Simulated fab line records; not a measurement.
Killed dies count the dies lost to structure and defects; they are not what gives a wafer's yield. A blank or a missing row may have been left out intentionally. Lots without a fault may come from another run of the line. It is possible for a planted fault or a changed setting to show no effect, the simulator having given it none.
fab line records	flow n5_finfet	part 1 of 2: steps 1 to 4 of 6
record lots=23	wafers=69	last_day=18
route steps=1938 shown BEOL_M6@1228 BEOL_M7@1281
lots that met no fault: from a run of the same line without faults
start_h: the number of hours between the record's first day and the start of the first shown wafer of the lot	wait_h: hours since the lot's step before	" the same as in the row above	L1.1+2: one row covering several wafers at once	- value missing, or start not given	* or withheld: withheld	< > ~ a bound
route shown NAME@n: names a module that has steps shown in the file, with the first one's number in the route	usual: mean/standard deviation taken from wafers without a fault	same: alike in all rows	chamber/n: place in a boat	sites: the reading at each site	_std_site: their standard deviation	_edge_site: outer sites' mean less inner sites'	radius_mm: for every site, how far away it sits from the centre of the wafer	mask NAME#n: copy n	behind: the most recent tool/chamber to have shaped the wafer	hold: reason for holding the lot/hours on hold/outcome of the hold	device: the n, p or np transistor that did not switch	end of line: the same wafers' tests at the end of the route	a step given without rows: its recipe and nothing more	killed: not the wafer's yield, but the dies lost to structure and defects at the first sort	map: per-die view of a wafer (x killed, . not killed, _ where there is no die)
set.NAME: the setting that was run; set.NAME@STEP: the one run at that earlier step	model.NAME: the simulator's own value behind a step, which no gauge read
route steps across a sampled set of lots; one table per step, one row per wafer
services: when a tool's chamber went out of use (start_h, in hours from the record's first day, below 0 if earlier), for how many hours, and the reason
## steps
# step N5_BEOL_M6_OVL_MEAS_29
# recipe points_per_wafer=522
# usual V5_OVL=0.1/0.85
lot.wafer	tool	chamber	start_h	wait_h	V5_OVL[nm]
L074.2	overlay-01	0	182.75	0.0	0.4
L074.3	"	0	"	"	0.6
L074.6	"	0	"	"	1.4
L076.1	overlay-01	0	184.94	0.0	-0.7
L076.4	"	0	"	"	0.5
L076.6	"	0	"	"	-1.4
L075.2	overlay-01	0	192.24	0.0	1.4
L075.5	"	0	"	"	-0.1
L075.6	"	0	"	"	1.1
L077.2	overlay-02	0	194.69	0.0	-0.5
L077.5	"	0	"	"	-0.1
L077.6	"	0	"	"	-0.3
L078.1	overlay-01	0	195.38	0.0	-0.9
L078.3	"	0	"	"	-0.8
L078.5	"	0	"	"	-0.8
L079.1	overlay-02	0	205.02	0.0	0.8
L079.2	"	0	"	"	0.2
L079.4	"	0	"	"	0.5
L080.1	overlay-01	0	221.21	0.0	-1.5
L080.3	"	0	"	"	-1.2
L080.4	"	0	"	"	-0.3
L081.1	overlay-01	0	225.03	0.0	0.5
L081.3	"	0	"	"	1.0
L081.5	"	0	"	"	0.7
L082.2	overlay-01	0	225.21	0.0	-1.2
L082.4	"	0	"	"	-0.8
L082.6	"	0	"	"	-1.0
L083.1	overlay-02	0	237.06	0.0	-0.1
L083.5	"	0	"	"	0.4
L083.6	"	0	"	"	0.5
L084.3	overlay-02	0	245.49	0.0	1.1
L084.4	"	0	"	"	0.2
L084.5	"	0	"	"	1.0
L085.1	overlay-01	0	256.90	0.0	-1.7
L085.4	"	0	"	"	0.0
L085.5	"	0	"	"	-1.6
L086.1	overlay-01	0	258.28	0.0	0.6
L086.2	"	0	"	"	1.1
L086.5	"	0	"	"	0.1
L088.2	overlay-01	0	264.09	0.0	-0.8
L088.3	"	0	"	"	0.4
L088.5	"	0	"	"	-0.7
L089.1	overlay-02	0	273.05	0.0	-1.6
L089.2	"	0	"	"	0.3
L089.4	"	0	"	"	0.4
L090.3	overlay-02	0	288.18	0.0	0.0
L090.4	"	0	"	"	0.3
L090.6	"	0	"	"	0.9
L091.1	overlay-01	0	290.31	0.0	0.7
L091.3	"	0	"	"	0.6
L091.4	"	0	"	"	-0.6
L092.2	overlay-01	0	292.18	0.0	0.1
L092.4	"	0	"	"	1.0
L092.6	"	0	"	"	0.4
L093.2	overlay-01	0	307.44	0.0	-0.4
L093.5	"	0	"	"	-0.1
L093.6	"	0	"	"	-1.3
L096.2	overlay-02	0	315.90	0.0	0.7
L096.3	"	0	"	"	1.5
L096.4	"	0	"	"	0.1
L095.1	overlay-02	0	317.67	0.0	-1.3
L095.3	"	0	"	"	-0.5
L095.4	"	0	"	"	-0.1
L094.1	overlay-01	0	317.78	0.0	-1.0
L094.4	"	0	"	"	0.4
L094.6	"	0	"	"	0.3
L097.1	overlay-02	0	332.36	0.0	1.4
L097.2	"	0	"	"	1.0
L097.6	"	0	"	"	1.2
# step N5_BEOL_M6_ETCH_72
# recipe chemistry=N2/H2	target=underlayer	target_depth_a=65	mask_material=CAR-EUV	time_s=5.2	ion_energy_ev=200	pressure_mtorr=30	source_w=840	bias_w=150	n2_flow_sccm=200	h2_flow_sccm=200	ends=cleared
# usual drypump_motor_current_A=5.8/0.46	etch_rf_on_time_s=5.12/0.12	oes_product_au=0.73/0.067	rf_vpp_V=524.2/2.4	showerhead_plenum_p_Torr=2.56/0.068	throttle_valve_pct=17.83/0.26
lot.wafer	tool	chamber	start_h	wait_h	drypump_motor_current_A	etch_rf_on_time_s	oes_product_au	rf_hours_counter_h	rf_vpp_V	showerhead_plenum_p_Torr	throttle_valve_pct
L074.2	rie_diel-06	3	182.87	0.0	5.7	4.90	0.66	178	523.4	2.54	18.38
L074.3	"	1	"	"	6.1	5.12	0.77	34	529.3	2.71	17.56
L074.6	"	3	"	"	5.7	4.95	0.66	-	523.2	2.54	18.37
L076.1	rie_diel-06	1	185.07	0.0	6.1	5.16	0.76	35	529.3	2.70	17.56
L076.4	"	1	"	"	6.0	5.13	0.76	-	526.8	2.71	17.58
L076.6	"	0	"	"	5.1	5.36	0.67	-	525.8	2.66	18.00
L075.2	rie_diel-01	1	192.36	0.0	6.4	5.11	0.73	75	523.1	2.56	17.39
L075.5	"	0	"	"	6.7	5.20	0.82	-	526.0	2.62	17.62
L075.6	"	3	"	"	5.5	5.23	0.60	-	521.3	2.51	18.11
L077.2	rie_diel-01	3	194.86	0.0	5.5	5.14	0.60	230	523.3	2.51	18.14
L077.5	"	2	"	"	5.3	5.04	0.60	-	523.3	2.51	18.14
L077.6	"	1	"	"	6.4	5.11	0.73	-	525.1	2.56	17.41
L078.1	rie_diel-06	0	195.51	0.0	5.1	5.28	0.66	142	525.8	2.66	17.99
L078.3	"	1	"	"	6.0	5.10	0.75	41	528.3	2.70	17.57
L078.5	"	1	"	"	6.0	5.02	0.76	-	529.9	2.70	17.58
L079.1	rie_diel-03	2	205.30	0.0	5.3	5.33	0.73	37	525.1	2.60	17.89
L079.2	"	1	"	"	6.0	5.09	0.74	53	522.5	2.48	17.79
L079.4	"	0	"	"	5.8	5.20	0.76	25	525.3	2.59	17.92
L080.1	rie_diel-06	0	221.34	0.0	5.2	5.30	0.66	152	528.0	2.66	18.02
L080.3	"	1	"	"	6.0	5.07	0.75	52	528.4	2.70	17.58
L080.4	"	3	"	"	5.7	4.95	0.65	194	524.1	2.53	18.43
L081.1	rie_diel-03	2	225.22	0.0	5.3	5.42	0.74	44	526.3	2.59	17.88
L081.3	"	1	"	"	6.0	5.19	0.71	60	521.3	2.47	17.82
L081.5	"	0	"	"	5.9	5.31	0.75	-	525.9	2.58	17.93
L082.2	rie_diel-03	3	225.62	0.0	5.7	4.92	0.81	21	522.1	2.49	17.58
L082.4	"	0	"	"	5.9	5.20	0.76	32	524.1	2.58	17.93
L082.6	"	3	"	"	5.7	4.92	0.80	-	522.2	2.49	17.55
L083.1	rie_diel-01	2	237.25	0.0	5.3	4.95	0.84	3	525.1	2.50	17.68
L083.5	"	0	"	"	6.7	5.03	0.79	-	526.2	2.61	17.65
L083.6	"	3	"	"	5.5	5.11	0.59	-	522.1	2.50	18.18
L084.3	rie_diel-01	1	245.97	0.0	6.4	5.17	0.71	94	525.3	2.55	17.44
L084.4	"	2	"	"	5.3	4.97	0.82	6	520.6	2.50	17.68
L084.5	"	0	"	"	6.7	5.12	0.78	-	524.8	2.61	17.64
L085.1	rie_diel-01	1	257.03	0.0	6.4	5.14	0.70	99	524.9	2.55	17.45
L085.4	"	2	"	"	5.3	4.97	0.81	-	523.0	2.50	17.69
L085.5	"	1	"	"	6.4	5.08	0.72	-	522.1	2.55	17.43
L086.1	rie_diel-03	0	258.65	0.0	5.9	5.22	0.75	44	524.1	2.58	17.95
L086.2	"	3	"	"	5.7	4.93	0.79	32	520.4	2.48	17.56
L086.5	"	0	"	"	5.8	5.25	0.73	-	523.0	2.58	17.91
L088.2	rie_diel-01	3	264.21	0.0	5.4	5.03	0.87	0	524.3	2.50	17.74
L088.3	"	1	"	"	6.5	5.14	0.70	103	525.7	2.55	17.45
L088.5	"	3	"	"	5.5	5.07	0.86	-	521.1	2.50	17.76
L089.1	rie_diel-01	0	273.18	0.0	6.7	5.09	0.75	34	525.1	2.60	17.65
L089.2	"	3	"	"	5.5	5.05	0.84	3	522.7	2.50	17.77
L089.4	"	1	"	"	6.4	5.12	0.69	106	523.1	2.55	17.46
L090.3	rie_diel-06	1	288.43	0.0	6.0	5.06	0.71	74	526.4	2.69	17.62
L090.4	"	3	"	"	5.7	4.99	0.63	217	523.6	2.52	18.45
L090.6	"	2	"	"	5.6	5.10	0.79	-	524.6	2.60	17.84
L091.1	rie_diel-03	3	290.62	0.0	5.8	4.92	0.77	44	522.9	2.48	17.58
L091.3	"	2	"	"	5.4	5.26	0.71	67	524.6	2.58	17.95
L091.4	"	3	"	"	5.7	4.89	0.77	-	524.8	2.48	17.61
L092.2	rie_diel-03	0	293.00	0.0	5.9	5.17	0.71	54	524.9	2.57	17.97
L092.4	"	1	"	"	6.0	5.17	0.69	82	520.2	2.46	17.88
L092.6	"	3	"	"	5.7	4.99	0.76	-	524.5	2.48	17.60
L093.2	rie_diel-03	0	307.61	0.0	5.9	5.28	0.72	60	526.9	2.57	17.98
L093.5	"	1	"	"	6.0	5.18	0.69	-	521.5	2.46	17.89
L093.6	"	0	"	"	5.8	5.30	0.72	-	522.9	2.57	17.99
L096.2	rie_diel-03	3	316.02	0.0	5.8	4.89	0.75	55	519.5	2.47	17.61
L096.3	"	1	"	"	6.0	5.15	0.70	91	520.5	2.46	17.88
L096.4	"	2	"	"	5.3	5.40	0.68	77	526.7	2.58	17.97
L095.1	rie_diel-06	2	317.79	0.0	5.5	5.17	0.76	41	525.6	2.60	17.84
L095.3	"	1	"	"	6.1	5.16	0.70	86	529.3	2.68	17.67
L095.4	"	0	"	"	5.2	5.34	0.63	185	525.9	2.64	18.07
L094.1	rie_diel-01	3	318.00	0.0	5.5	5.07	0.80	13	519.5	2.50	17.77
L094.4	"	2	"	"	5.3	5.00	0.77	27	524.2	2.49	17.73
L094.6	"	3	"	"	5.5	5.03	0.81	-	522.3	2.50	17.78
L097.1	rie_diel-06	2	332.49	0.0	5.6	5.15	0.75	46	525.3	2.59	17.87
L097.2	"	3	"	"	5.7	5.03	0.62	234	522.6	2.51	18.47
L097.6	"	1	"	"	6.1	5.16	0.69	-	526.6	2.68	17.65
# step N5_BEOL_M6_CMP_52
# recipe stop_on=SiCOH_lowk	t_overpolish_s=6.9	down_force_psi=1	platen_rpm=50	clearing_platen_down_force_psi=1.5	clearing_platen_rpm=50	post_cmp_clean=cu_alkaline	target_thk_nm=80	clearing_platen_pad_velocity_m_s=0.99484	pad_velocity_m_s=0.99484
# usual barrier_field_endpoint_s=28.6/0.74	edge_zone_pressure_frac=0.999/0.0046	motor_current_A=5.8/0.55	overpolish_run_s=6.900/0.0088	retaining_ring_pressure_frac=1.000/0.0047	time_to_endpoint_s=61/3.1
lot.wafer	tool	chamber	start_h	wait_h	barrier_field_endpoint_s	edge_zone_pressure_frac	motor_current_A	overpolish_run_s	retaining_ring_pressure_frac	time_to_endpoint_s
L074.3	cmp-01	3	185.11	0.2	29.0	1.011	5.6	6.896	0.997	67
L074.2	"	2	"	"	28.6	0.995	5.1	6.901	0.999	63
L074.6	"	3	"	"	29.6	1.008	5.8	6.910	1.002	67
L076.1	cmp-02	3	187.64	0.3	28.0	1.004	5.2	6.894	1.003	63
L076.4	"	0	"	"	28.3	0.999	5.2	6.914	0.994	60
L076.6	"	3	"	"	28.0	0.995	5.1	6.895	1.001	59
L075.2	cmp-02	0	194.47	0.2	28.1	0.997	4.7	6.917	1.006	59
L075.6	"	0	"	"	28.0	1.003	5.3	6.890	1.004	59
L075.5	"	1	"	"	27.7	0.999	5.8	6.890	1.001	56
L077.2	cmp-02	0	197.43	0.2	27.4	0.995	5.3	6.892	0.993	57
L077.5	"	3	"	"	28.3	0.998	5.0	6.915	0.998	57
L077.6	"	0	"	"	27.9	1.000	5.0	6.900	0.994	57
L078.3	cmp-02	2	198.28	0.2	27.7	0.993	5.8	6.899	1.003	56
L078.1	"	3	"	"	28.2	1.009	5.3	6.893	1.004	61
L078.5	"	1	"	"	28.5	0.996	6.1	6.902	0.997	59
L079.2	cmp-04	1	208.69	0.2	27.6	1.006	5.7	6.888	0.999	60
L079.4	"	2	"	"	27.6	0.998	6.2	6.901	1.004	61
L079.1	"	0	"	"	28.3	0.993	6.0	6.913	0.998	61
L080.4	cmp-02	3	224.35	0.1	28.0	0.994	5.0	6.890	1.004	59
L080.1	"	0	"	"	28.0	1.001	5.2	6.910	0.997	57
L080.3	"	2	"	"	27.0	0.997	6.0	6.888	1.009	56
L081.3	cmp-02	3	227.76	0.2	27.9	0.991	5.1	6.900	1.001	60
L081.1	"	1	"	"	27.7	0.993	6.0	6.904	1.005	57
L081.5	"	3	"	"	28.5	1.003	5.2	6.892	1.000	60
L082.4	cmp-04	3	229.22	0.2	28.6	0.992	5.9	6.903	0.993	65
L082.2	"	1	"	"	28.8	0.999	5.7	6.909	0.998	64
L082.6	"	2	"	"	28.6	0.997	5.8	6.926	1.005	63
L083.1	cmp-01	3	239.72	0.3	28.5	0.993	6.1	6.906	1.004	63
L083.6	"	3	"	"	28.6	0.998	5.8	6.914	0.999	62
L083.5	"	0	"	"	29.6	1.002	6.4	6.889	0.996	64
L084.3	cmp-02	3	249.50	0.2	29.1	0.998	5.0	6.901	1.000	61
L084.4	"	2	"	"	28.4	0.998	5.9	6.913	0.997	59
L084.5	"	3	"	"	27.9	0.999	5.3	6.907	1.002	63
L085.1	cmp-04	2	259.39	0.3	29.5	0.997	6.0	6.905	1.000	64
L085.4	"	1	"	"	29.5	0.993	5.5	6.919	1.001	64
L085.5	"	3	"	"	30.2	1.000	5.8	6.895	0.997	65
L086.1	cmp-01	1	262.32	0.3	28.7	0.997	7.0	6.896	1.002	60
L086.2	"	3	"	"	28.1	0.999	5.8	6.898	0.997	60
L086.5	"	1	"	"	29.5	1.001	7.2	6.886	1.004	62
L088.2	cmp-04	0	266.79	0.2	29.7	0.999	6.2	6.898	1.006	62
L088.3	"	2	"	"	29.9	0.999	6.2	6.906	0.998	66
L088.5	"	1	"	"	30.3	1.001	5.9	6.896	1.000	66
L089.1	cmp-01	0	275.83	0.3	28.8	0.996	6.5	6.896	0.996	63
L089.2	"	1	"	"	27.9	1.001	6.7	6.914	1.004	61
L089.4	"	2	"	"	27.8	1.002	5.3	6.891	1.000	59
L090.3	cmp-02	3	291.87	0.2	28.4	1.002	5.0	6.917	0.996	58
L090.4	"	1	"	"	28.5	1.002	5.9	6.904	0.999	54
L090.6	"	2	"	"	28.9	0.991	6.3	6.886	0.998	56
L091.4	cmp-02	1	293.38	0.2	28.3	0.997	6.2	6.887	1.004	54
L091.3	"	2	"	"	29.2	1.000	6.0	6.922	0.998	61
L091.1	"	3	"	"	29.0	0.993	5.2	6.906	0.994	60
L092.4	cmp-02	0	295.81	0.2	29.4	0.996	5.2	6.902	1.001	63
L092.2	"	2	"	"	28.6	1.004	6.2	6.905	1.004	60
L092.6	"	0	"	"	29.2	0.999	5.0	6.904	0.996	62
L093.2	cmp-04	1	312.07	0.2	29.1	0.997	5.9	6.890	1.000	61
L093.5	"	0	"	"	29.7	1.001	6.0	6.906	1.002	62
L093.6	"	1	"	"	29.8	1.002	5.7	6.909	1.003	60
L096.3	cmp-01	3	318.51	0.2	29.3	1.001	5.8	6.933	0.991	63
L096.2	"	0	"	"	28.6	1.001	6.4	6.906	1.002	63
L096.4	"	1	"	"	29.1	1.004	7.2	6.910	1.005	62
L095.1	cmp-01	0	319.93	0.3	28.2	1.005	6.1	6.905	0.991	59
L095.4	"	1	"	"	29.1	0.994	7.2	6.898	0.987	61
L095.3	"	2	"	"	27.7	0.998	5.2	6.898	0.998	57
L094.4	cmp-02	0	321.07	0.3	28.2	1.005	5.1	6.894	0.997	62
L094.1	"	2	"	"	28.6	1.003	6.0	6.902	0.994	60
L094.6	"	3	"	"	28.4	1.003	5.3	6.907	0.989	62
L097.1	cmp-04	2	335.94	0.3	28.4	0.997	5.8	6.900	1.003	59
L097.2	"	0	"	"	28.5	0.994	6.2	6.907	0.999	58
L097.6	"	1	"	"	29.7	0.995	5.6	6.893	1.004	60
# step N5_BEOL_M7_ETCH_62
# recipe chemistry=N2/H2	target=SOC	target_depth_a=1100	overetch_a=220	mask_material=SiARC	temp_c=40	time_s=165	ion_energy_ev=200	pressure_mtorr=30	source_w=840	bias_w=150	n2_flow_sccm=200	h2_flow_sccm=200
# usual drypump_motor_current_A=6.0/0.51	oes_product_au=0.69/0.074	rf_vpp_V=523.8/2.5	showerhead_plenum_p_Torr=2.54/0.079	throttle_valve_pct=17.80/0.22
lot.wafer	tool	chamber	start_h	wait_h	drypump_motor_current_A	oes_product_au	rf_hours_counter_h	rf_vpp_V	showerhead_plenum_p_Torr	throttle_valve_pct
L074.2	rie_diel-05	0	190.08	0.0	5.5	0.60	211	526.2	2.63	17.94
L074.3	"	2	"	"	6.5	0.76	36	522.3	2.49	17.67
L074.6	"	2	"	"	6.5	0.77	-	522.7	2.49	17.66
L076.1	rie_diel-04	1	190.60	0.0	5.4	0.58	246	526.0	2.62	17.92
L076.4	"	3	"	"	5.5	0.80	-	528.4	2.69	17.21
L076.6	"	1	"	"	5.4	0.58	-	523.3	2.62	17.93
L075.2	rie_diel-02	3	197.17	0.0	6.5	0.65	160	523.6	2.54	17.88
L075.5	"	3	"	"	6.5	0.65	-	524.6	2.54	17.89
L075.6	"	2	"	"	6.8	0.71	-	524.6	2.57	18.06
L077.2	rie_diel-02	1	200.23	0.0	6.1	0.79	4	522.2	2.50	17.84
L077.5	"	2	"	"	6.7	0.70	-	524.8	2.57	18.08
L077.6	"	1	"	"	6.2	0.80	-	522.9	2.50	17.84
L078.1	rie_diel-02	2	200.49	0.0	6.7	0.70	79	522.2	2.57	18.07
L078.3	"	3	"	"	6.5	0.65	161	522.9	2.54	17.92
L078.5	"	2	"	"	6.7	0.71	-	526.2	2.57	18.08
L079.1	rie_diel-05	1	211.92	0.0	5.6	0.65	147	520.5	2.44	17.70
L079.2	"	2	"	"	6.5	0.75	43	522.2	2.49	17.68
L079.4	"	0	"	"	5.4	0.59	218	525.9	2.62	17.95
L080.1	rie_diel-05	2	226.76	0.0	6.5	0.75	48	522.4	2.48	17.68
L080.3	"	1	"	"	5.6	0.65	151	519.8	2.44	17.72
L080.4	"	0	"	"	5.4	0.59	223	524.4	2.62	17.98
L081.1	rie_diel-04	0	230.33	0.0	5.4	0.82	3	526.1	2.60	17.98
L081.3	"	3	"	"	5.5	0.77	28	528.3	2.69	17.23
L081.5	"	2	"	"	5.7	0.58	-	525.0	2.60	17.82
L082.2	rie_diel-05	2	235.28	0.0	6.5	0.74	51	522.0	2.48	17.69
L082.4	"	3	"	"	6.4	0.68	115	520.6	2.45	17.84
L082.6	"	3	"	"	6.4	0.67	-	520.4	2.45	17.84
L083.1	rie_diel-04	1	243.30	0.0	5.4	0.82	0	524.7	2.61	17.55
L083.5	"	1	"	"	5.3	0.83	-	525.9	2.61	17.55
L083.6	"	0	"	"	5.4	0.80	-	524.6	2.60	17.98
L084.3	rie_diel-04	2	253.02	0.0	5.7	0.57	264	525.5	2.60	17.83
L084.4	"	0	"	"	5.4	0.79	11	526.6	2.59	17.98
L084.5	"	0	"	"	5.4	0.79	-	524.8	2.59	17.96
L085.1	rie_diel-02	0	262.73	0.0	5.1	0.80	16	527.4	2.69	17.50
L085.4	"	1	"	"	6.2	0.75	23	522.1	2.49	17.88
L085.5	"	2	"	"	6.7	0.68	-	525.1	2.56	18.10
L086.1	rie_diel-05	0	265.89	0.0	5.4	0.58	234	525.5	2.62	17.99
L086.2	"	3	"	"	6.4	0.67	124	521.5	2.44	17.84
L086.5	"	3	"	"	6.4	0.66	-	521.5	2.44	17.86
L088.2	rie_diel-02	3	270.05	0.0	6.5	0.63	182	524.0	2.53	17.94
L088.3	"	0	"	"	5.0	0.80	18	528.2	2.69	17.51
L088.5	"	3	"	"	6.5	0.64	-	524.1	2.53	17.95
L089.1	rie_diel-02	1	279.93	0.0	6.2	0.74	28	521.5	2.49	17.86
L089.2	"	0	"	"	5.0	0.79	21	527.9	2.69	17.51
L089.4	"	2	"	"	6.7	0.68	104	525.8	2.56	18.12
L090.3	rie_diel-05	3	295.30	0.0	6.4	0.66	132	521.5	2.44	17.86
L090.4	"	0	"	"	5.4	0.58	241	526.8	2.61	17.99
L090.6	"	1	"	"	5.6	0.63	-	520.4	2.43	17.76
L091.1	rie_diel-05	2	295.55	0.0	6.5	0.72	68	522.4	2.48	17.72
L091.3	"	0	"	"	5.4	0.58	241	525.4	2.61	18.00
L091.4	"	3	"	"	6.4	0.66	132	520.9	2.44	17.85
L092.2	rie_diel-05	3	298.85	0.0	6.3	0.65	134	521.9	2.44	17.87
L092.4	"	2	"	"	6.5	0.73	69	520.7	2.48	17.74
L092.6	"	3	"	"	6.4	0.65	-	522.3	2.44	17.87
L093.2	rie_diel-04	2	314.63	0.0	5.7	0.81	5	526.0	2.59	17.32
L093.5	"	3	"	"	5.5	0.73	-	526.4	2.67	17.27
L093.6	"	2	"	"	5.7	0.83	-	525.2	2.59	17.34
L096.2	rie_diel-04	0	321.14	0.0	5.4	0.75	33	524.6	2.59	18.00
L096.3	"	2	"	"	5.7	0.81	8	525.3	2.59	17.34
L096.4	"	3	"	"	5.5	0.72	59	527.6	2.67	17.28
L095.1	rie_diel-02	2	325.41	0.0	6.8	0.67	118	524.1	2.55	18.14
L095.3	"	1	"	"	6.2	0.72	42	522.9	2.48	17.91
L095.4	"	1	"	"	6.2	0.72	-	522.2	2.48	17.90
L094.1	rie_diel-02	2	325.71	0.0	6.7	0.67	118	525.2	2.55	18.13
L094.4	"	3	"	"	6.5	0.62	-	522.9	2.52	17.98
L094.6	"	1	"	"	6.1	0.72	-	522.2	2.48	17.88
L097.1	rie_diel-05	1	342.03	0.0	5.6	0.62	185	519.6	2.42	17.78
L097.2	"	2	"	"	6.5	0.70	83	519.7	2.47	17.74
L097.6	"	1	"	"	5.6	0.62	-	521.4	2.43	17.80
